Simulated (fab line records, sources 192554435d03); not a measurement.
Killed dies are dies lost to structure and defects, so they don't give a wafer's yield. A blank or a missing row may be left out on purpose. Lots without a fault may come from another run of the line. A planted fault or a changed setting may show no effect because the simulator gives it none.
Which tool did it? | flow n5_finfet | 24 lots, 72 wafers sampled, at 6 steps of a route of 1938

WHAT THE GAUGES READ, wafer by wafer
N5_BEOL_M1_OVL_MEAS_12. Usual: M1_OVL -0.1 nm, standard deviation 0.63.
lot  | measured     | on         | M1_OVL (nm)    | flag
L076 | day 6 10:22  | overlay-01 | -0.1 0.9 0.7   |
L074 | day 6 10:46  | overlay-01 | 0.5 0.0 -0.1   |
L075 | day 6 13:45  | overlay-01 | 0.6 0.2 -0.3   |
L077 | day 7 01:07  | overlay-02 | 0.3 -0.6 -0.9  |
L078 | day 7 03:24  | overlay-02 | 1.2 0.4 0.1    |
L079 | day 7 07:46  | overlay-02 | 0.0 0.5 -0.6   |
L080 | day 7 14:43  | overlay-02 | -0.2 0.7 0.3   |
L081 | day 7 21:09  | overlay-01 | -0.7 0.3 -0.6  |
L082 | day 7 22:29  | overlay-01 | -1.3 -0.3 -1.1 |
L083 | day 8 02:10  | overlay-01 | -0.2 -0.3 -0.8 |
L084 | day 8 11:17  | overlay-02 | 0.2 -0.2 -0.1  |
L085 | day 8 22:52  | overlay-02 | 0.7 0.5 -0.2   |
L086 | day 9 10:52  | overlay-02 | 0.7 0.0 -0.2   |
L088 | day 9 18:29  | overlay-02 | -0.2 0.2 -0.6  |
L087 | day 9 21:41  | overlay-02 | -0.5 -1.7 -0.7 |
L089 | day 10 02:01 | overlay-02 | 0.5 -0.2 -0.7  |
L090 | day 10 07:13 | overlay-02 | 1.1 1.1 0.6    |
L091 | day 10 09:48 | overlay-02 | 0.9 0.0 0.3    |
L092 | day 10 20:38 | overlay-02 | 0.7 0.8 0.4    |
L094 | day 11 00:10 | overlay-02 | -2.3 -1.0 0.0  |
L093 | day 11 00:23 | overlay-02 | -0.3 0.4 -0.6  |
L095 | day 11 04:55 | overlay-02 | 0.1 0.9 1.4    |
L096 | day 11 17:28 | overlay-02 | -0.1 0.7 -0.6  |
L097 | day 11 21:05 | overlay-02 | -0.3 -0.4 0.4  |

N5_BEOL_M1_CD_MEAS_18: pitch 36 nm, target cd 18 nm. Usual: cd_nm 18.0 nm, standard deviation 0.48.
lot  | measured     | on        | cd_nm (nm)     | flag
L076 | day 6 11:32  | cd_sem-01 | 18.0 17.5 18.0 |
L074 | day 6 11:38  | cd_sem-02 | 17.1 18.9 18.5 |
L075 | day 6 14:16  | cd_sem-01 | 17.5 18.3 18.4 |
L077 | day 7 01:38  | cd_sem-03 | 18.0 18.1 18.6 |
L078 | day 7 04:02  | cd_sem-02 | 17.6 18.3 17.5 |
L079 | day 7 08:20  | cd_sem-03 | 18.3 17.8 17.2 |
L080 | day 7 15:15  | cd_sem-01 | 17.8 18.2 17.7 |
L081 | day 7 21:40  | cd_sem-03 | 18.7 17.2 17.7 |
L082 | day 7 23:01  | cd_sem-03 | 16.9 17.5 18.3 |
L083 | day 8 02:59  | cd_sem-01 | 17.8 18.7 18.0 |
L084 | day 8 11:49  | cd_sem-03 | 17.0 17.9 17.6 |
L085 | day 8 23:26  | cd_sem-02 | 18.2 18.9 18.7 |
L086 | day 9 11:41  | cd_sem-02 | 18.4 18.2 17.8 |
L088 | day 9 19:07  | cd_sem-01 | 17.7 17.9 17.2 |
L087 | day 9 22:13  | cd_sem-03 | 18.4 17.5 18.6 |
L089 | day 10 02:33 | cd_sem-02 | 18.3 18.2 17.8 |
L090 | day 10 07:49 | cd_sem-02 | 17.8 17.9 17.8 |
L091 | day 10 10:25 | cd_sem-03 | 18.0 18.4 18.8 |
L092 | day 10 21:10 | cd_sem-01 | 18.3 17.2 17.9 |
L094 | day 11 01:08 | cd_sem-03 | 17.4 17.4 17.6 |
L093 | day 11 01:19 | cd_sem-03 | 17.8 17.7 18.0 |
L095 | day 11 05:27 | cd_sem-01 | 17.5 18.8 17.7 |
L096 | day 11 17:59 | cd_sem-02 | 18.7 17.4 18.7 |
L097 | day 11 21:35 | cd_sem-03 | 18.1 17.8 17.5 |

N5_BEOL_M1_INSPECT_30: inspects for defects (brightfield). Usual: raw_defect_count 376, standard deviation 79.
lot  | measured     | on                | raw_defect_count | flag
L076 | day 6 12:04  | defect_inspect-02 | 323 389 300      |
L074 | day 6 12:15  | defect_inspect-01 | 303 435 419      |
L075 | day 6 14:41  | defect_inspect-02 | 493 426 563      |
L077 | day 7 02:02  | defect_inspect-02 | 311 330 390      |
L078 | day 7 04:26  | defect_inspect-02 | 274 364 298      |
L079 | day 7 08:44  | defect_inspect-01 | 376 377 432      |
L080 | day 7 15:47  | defect_inspect-01 | 520 373 506      |
L081 | day 7 22:04  | defect_inspect-02 | 321 315 328      |
L082 | day 7 23:32  | defect_inspect-01 | 360 409 411      |
L083 | day 8 03:31  | defect_inspect-02 | 316 392 279      |
L084 | day 8 12:20  | defect_inspect-01 | 395 370 370      |
L085 | day 8 23:59  | defect_inspect-01 | 343 335 217      |
L086 | day 9 12:05  | defect_inspect-01 | 498 350 499      |
L088 | day 9 19:39  | defect_inspect-02 | 368 234 339      |
L087 | day 9 22:46  | defect_inspect-02 | 232 263 380      |
L089 | day 10 03:05 | defect_inspect-01 | 425 341 351      |
L090 | day 10 08:13 | defect_inspect-01 | 394 574 456      |
L091 | day 10 10:49 | defect_inspect-02 | 398 487 405      |
L092 | day 10 21:41 | defect_inspect-02 | 311 355 269      |
L094 | day 11 01:40 | defect_inspect-02 | 379 272 277      |
L093 | day 11 01:43 | defect_inspect-01 | 298 421 266      |
L095 | day 11 05:51 | defect_inspect-02 | 398 331 385      |
L096 | day 11 18:31 | defect_inspect-01 | 424 436 475      |
L097 | day 11 22:00 | defect_inspect-01 | 326 366 343      |

WHICH TOOL RAN EACH LOT (tool, then ch and the chambers of the sampled wafers, then the start)
lot  | N5_BEOL_M0_CMP_120            | N5_BEOL_M0_CO_CAP_123            | N5_BEOL_M1_STRIP_66
L076 | cmp-01 ch 1,2, day 6 08:47    | cvd_co-01 ch 0,2, day 6 09:11    | rie_diel-03 ch 2,3, day 6 11:10
L074 | cmp-02 ch 0,1, day 6 09:16    | cvd_co-02 ch 0,1,2, day 6 09:38  | rie_diel-02 ch 0,1,3, day 6 11:23
L075 | cmp-01 ch 2,3, day 6 11:44    | cvd_co-02 ch 0,2, day 6 12:07    | rie_diel-02 ch 0,2,3, day 6 14:03
L077 | cmp-01 ch 0,1,3, day 6 22:16  | cvd_co-02 ch 0,1, day 6 22:38    | rie_diel-06 ch 0,2,3, day 7 01:25
L078 | cmp-04 ch 0,1,2, day 7 01:50  | cvd_co-01 ch 0,1, day 7 02:10    | rie_diel-02 ch 1,2,3, day 7 03:41
L079 | cmp-01 ch 0,2,3, day 7 04:57  | cvd_co-01 ch 0,1,2, day 7 05:15  | rie_diel-03 ch 0,3, day 7 08:03
L080 | cmp-04 ch 0,1,2, day 7 11:40  | cvd_co-02 ch 1,2, day 7 12:02    | rie_diel-03 ch 2,3, day 7 15:00
L081 | cmp-02 ch 0,1,2, day 7 18:59  | cvd_co-02 ch 0,1, day 7 19:21    | rie_diel-06 ch 1,2,3, day 7 21:26
L082 | cmp-01 ch 0,1,2, day 7 20:31  | cvd_co-02 ch 0,1,2, day 7 20:53  | rie_diel-02 ch 0,1,2, day 7 22:47
L083 | cmp-02 ch 1,2, day 7 23:51    | cvd_co-01 ch 0,1, day 8 00:12    | rie_diel-03 ch 1,3, day 8 02:46
L084 | cmp-01 ch 0,1,2, day 8 09:20  | cvd_co-01 ch 0,1, day 8 10:04    | rie_diel-06 ch 0,1,3, day 8 11:35
L085 | cmp-01 ch 0,1,2, day 8 20:25  | cvd_co-02 ch 0,1, day 8 20:45    | rie_diel-02 ch 0,3, day 8 23:10
L086 | cmp-02 ch 2,3, day 9 07:55    | cvd_co-02 ch 0,1, day 9 08:17    | rie_diel-02 ch 1,2,3, day 9 11:26
L088 | cmp-02 ch 0,1,2, day 9 15:43  | cvd_co-02 ch 0,1,2, day 9 15:58  | rie_diel-03 ch 0,2,3, day 9 18:46
L087 | cmp-02 ch 1,2,3, day 9 19:26  | cvd_co-01 ch 0,1, day 9 19:50    | rie_diel-03 ch 1,2,3, day 9 21:59
L089 | cmp-02 ch 0,3, day 9 23:52    | cvd_co-01 ch 0,1, day 10 00:15   | rie_diel-03 ch 0,2,3, day 10 02:19
L090 | cmp-01 ch 1,2,3, day 10 05:40 | cvd_co-01 ch 0, day 10 06:05     | rie_diel-06 ch 1,2, day 10 07:31
L091 | cmp-04 ch 0,2, day 10 06:52   | cvd_co-01 ch 0,1, day 10 07:16   | rie_diel-03 ch 0,2, day 10 10:06
L092 | cmp-02 ch 0,1,2, day 10 19:25 | cvd_co-01 ch 1, day 10 19:44     | rie_diel-02 ch 0,2, day 10 20:55
L094 | cmp-04 ch 0,3, day 10 21:19   | cvd_co-01 ch 0,1, day 10 21:43   | rie_diel-06 ch 0,1,2, day 11 00:53
L093 | cmp-02 ch 0,2,3, day 10 21:38 | cvd_co-02 ch 0,2, day 10 21:59   | rie_diel-03 ch 0,1, day 11 01:00
L095 | cmp-04 ch 0,1,2, day 11 03:27 | cvd_co-01 ch 0,1, day 11 03:46   | rie_diel-03 ch 0,2, day 11 05:13
L096 | cmp-02 ch 0,2,3, day 11 16:11 | cvd_co-02 ch 0,1,2, day 11 16:29 | rie_diel-06 ch 0,3, day 11 17:46
L097 | cmp-04 ch 0,2,3, day 11 19:56 | cvd_co-01 ch 0,1, day 11 20:14   | rie_diel-02 ch 0,1, day 11 21:22
- N5_BEOL_M0_CMP_120: polishes, stops on SiOC, t overpolish 6.9 s.
- N5_BEOL_M0_CO_CAP_123: material Co, precursor CCTBA/H2, target thk 2 nm, time 102.1 s.
- N5_BEOL_M1_STRIP_66: strips in CF4.

WHAT THE TOOLS THEMSELVES READ (means of the sampled wafers that have a number; where no wafer has one, the mark that the record gives instead)
N5_BEOL_M0_CMP_120. Usual: barrier_field_endpoint_s 3.59 s, standard deviation 0.15; head_pressure_psi 0.9997 psi, standard deviation 0.0024; motor_current_A 6.1 A, standard deviation 0.65; overpolish_run_s 6.901 s, standard deviation 0.0092; time_to_endpoint_s 61 s, standard deviation 3.5.
lot  | tool   | barrier_field_endpoint_s (s) | head_pressure_psi (psi) | motor_current_A (A) | overpolish_run_s (s) | time_to_endpoint_s (s) | flag
L076 | cmp-01 | 3.64                         | 1.0013                  | 6.1                 | 6.907                | 65                     |
L074 | cmp-02 | 3.84                         | 0.9991                  | 6.3                 | 6.906                | 62                     |
L075 | cmp-01 | 3.68                         | 1.0004                  | 6.3                 | 6.894                | 63                     |
L077 | cmp-01 | 3.64                         | 0.9993                  | 6.4                 | 6.905                | 64                     |
L078 | cmp-04 | 3.57                         | 0.9981                  | 5.6                 | 6.905                | 57                     |
L079 | cmp-01 | 3.71                         | 0.9990                  | 6.5                 | 6.906                | 65                     |
L080 | cmp-04 | 3.48                         | 0.9985                  | 5.5                 | 6.906                | 59                     |
L081 | cmp-02 | 3.49                         | 1.0014                  | 6.5                 | 6.911                | 60                     |
L082 | cmp-01 | 3.43                         | 1.0009                  | 6.5                 | 6.896                | 61                     |
L083 | cmp-02 | 3.53                         | 1.0009                  | 6.9                 | 6.898                | 55                     |
L084 | cmp-01 | 3.59                         | 0.9989                  | 6.4                 | 6.897                | 62                     |
L085 | cmp-01 | 3.56                         | 1.0008                  | 6.5                 | 6.898                | 58                     |
L086 | cmp-02 | 3.58                         | 0.9991                  | 6.3                 | 6.905                | 59                     |
L088 | cmp-02 | 3.69                         | 0.9975                  | 6.4                 | 6.897                | 63                     |
L087 | cmp-02 | 3.47                         | 0.9986                  | 6.0                 | 6.898                | 62                     |
L089 | cmp-02 | 3.52                         | 0.9978                  | 5.4                 | 6.898                | 62                     |
L090 | cmp-01 | 3.64                         | 1.0020                  | 6.2                 | 6.897                | 60                     |
L091 | cmp-04 | 3.82                         | 1.0018                  | 5.7                 | 6.902                | 64                     |
L092 | cmp-02 | 3.56                         | 0.9982                  | 6.3                 | 6.902                | 61                     |
L094 | cmp-04 | 3.49                         | 0.9997                  | 6.2                 | 6.908                | 60                     |
L093 | cmp-02 | 3.54                         | 1.0003                  | 6.0                 | 6.912                | 60                     |
L095 | cmp-04 | 3.51                         | 1.0016                  | 5.5                 | 6.898                | 59                     |
L096 | cmp-02 | 3.67                         | 0.9998                  | 6.2                 | 6.907                | 63                     |
L097 | cmp-04 | 3.68                         | 0.9999                  | 6.1                 | 6.900                | 58                     |

N5_BEOL_M0_CO_CAP_123. Usual: chamber_pressure_Torr 29.99 Torr, standard deviation 0.065; heater_power_w 245 W, standard deviation 24.
lot  | tool      | chamber_pressure_Torr (Torr) | heater_power_w (W) | flag
L076 | cvd_co-01 | 30.00                        | 231                |
L074 | cvd_co-02 | 29.99                        | 230                |
L075 | cvd_co-02 | 29.97                        | 236                |
L077 | cvd_co-02 | 30.03                        | 221                |
L078 | cvd_co-01 | 29.96                        | 265                |
L079 | cvd_co-01 | 29.94                        | 246                |
L080 | cvd_co-02 | 30.02                        | 222                |
L081 | cvd_co-02 | 29.98                        | 240                |
L082 | cvd_co-02 | 29.95                        | 233                |
L083 | cvd_co-01 | 30.04                        | 263                |
L084 | cvd_co-01 | 29.93                        | 262                |
L085 | cvd_co-02 | 30.01                        | 233                |
L086 | cvd_co-02 | 29.97                        | 239                |
L088 | cvd_co-02 | 30.00                        | 231                |
L087 | cvd_co-01 | 29.95                        | 262                |
L089 | cvd_co-01 | 30.01                        | 265                |
L090 | cvd_co-01 | 30.11                        | 266                |
L091 | cvd_co-01 | 30.00                        | 266                |
L092 | cvd_co-01 | 29.98                        | 262                |
L094 | cvd_co-01 | 29.97                        | 267                |
L093 | cvd_co-02 | 29.94                        | 238                |
L095 | cvd_co-01 | 29.96                        | 263                |
L096 | cvd_co-02 | 29.98                        | 228                |
L097 | cvd_co-01 | 29.96                        | 260                |

N5_BEOL_M1_STRIP_66. Usual: bias_power_w 75.00 W, standard deviation 0.23; drypump_motor_current_A 5.9 A, standard deviation 0.46; oes_product_au 0.79 a.u., standard deviation 0.092; rf_vpp_V 271.3 V, standard deviation 1.2; showerhead_plenum_p_Torr 1.81 Torr, standard deviation 0.047; throttle_valve_pct 13.6 %, standard deviation 0.32.
lot  | tool        | bias_power_w (W) | drypump_motor_current_A (A) | oes_product_au (a.u.) | rf_vpp_V (V) | showerhead_plenum_p_Torr (Torr) | throttle_valve_pct (%) | flag
L076 | rie_diel-03 | 75.08            | 6.0                         | 0.69                  | 272.8        | 1.85                            | 13.9                   |
L074 | rie_diel-02 | 74.99            | 6.0                         | 0.79                  | 271.2        | 1.82                            | 13.4                   |
L075 | rie_diel-02 | 74.91            | 5.9                         | 0.75                  | 271.3        | 1.80                            | 13.6                   |
L077 | rie_diel-06 | 75.27            | 5.6                         | 0.83                  | 272.0        | 1.84                            | 13.6                   |
L078 | rie_diel-02 | 74.92            | 6.0                         | 0.79                  | 271.5        | 1.78                            | 13.6                   |
L079 | rie_diel-03 | 75.12            | 5.9                         | 0.69                  | 272.2        | 1.82                            | 13.8                   |
L080 | rie_diel-03 | 75.01            | 6.3                         | 0.87                  | 272.5        | 1.84                            | 13.5                   |
L081 | rie_diel-06 | 74.72            | 5.4                         | 0.86                  | 272.1        | 1.83                            | 13.5                   |
L082 | rie_diel-02 | 74.87            | 6.3                         | 0.73                  | 271.0        | 1.82                            | 13.7                   |
L083 | rie_diel-03 | 75.15            | 5.7                         | 0.71                  | 270.9        | 1.82                            | 13.9                   |
L084 | rie_diel-06 | 75.09            | 5.7                         | 0.87                  | 272.4        | 1.82                            | 13.4                   |
L085 | rie_diel-02 | 75.12            | 6.0                         | 0.73                  | 271.2        | 1.83                            | 13.5                   |
L086 | rie_diel-02 | 75.17            | 6.0                         | 0.86                  | 270.4        | 1.78                            | 13.4                   |
L088 | rie_diel-03 | 75.26            | 6.2                         | 0.84                  | 271.2        | 1.81                            | 13.4                   |
L087 | rie_diel-03 | 74.64            | 6.0                         | 0.78                  | 270.9        | 1.81                            | 13.7                   |
L089 | rie_diel-03 | 75.06            | 6.2                         | 0.84                  | 272.3        | 1.81                            | 13.4                   |
L090 | rie_diel-06 | 74.84            | 5.5                         | 0.85                  | 270.8        | 1.78                            | 13.6                   |
L091 | rie_diel-03 | 74.94            | 6.3                         | 0.92                  | 271.6        | 1.76                            | 13.0                   |
L092 | rie_diel-02 | 75.21            | 6.2                         | 0.84                  | 270.8        | 1.80                            | 13.5                   |
L094 | rie_diel-06 | 75.00            | 5.6                         | 0.80                  | 270.7        | 1.80                            | 13.8                   |
L093 | rie_diel-03 | 74.94            | 5.9                         | 0.79                  | 271.0        | 1.74                            | 13.7                   |
L095 | rie_diel-03 | 75.12            | 6.5                         | 0.90                  | 272.0        | 1.79                            | 13.2                   |
L096 | rie_diel-06 | 74.99            | 5.8                         | 0.81                  | 271.5        | 1.83                            | 13.6                   |
L097 | rie_diel-02 | 75.14            | 6.4                         | 0.71                  | 271.3        | 1.84                            | 13.6                   |

THE ANSWER, worked out from the rows above alone
Rule: a lot is off if the mean of its wafers that have a number lies more than 3 standard deviations from the usual mean. A lot without any number at a reading at which 4 lots or more have one is off too. The other lots that the step has rows for count as sound. The gauges are gone through in route order, then the tools' own readings, and for those a lot's mean is taken as printed above. The first step at which some lot is off is used, and at that step the reading that is off furthest; a lot without a number counts as furthest.
No lot is off at any reading shown: from this, nothing can be told.

WHAT THE SIMULATOR HAD PUT IN
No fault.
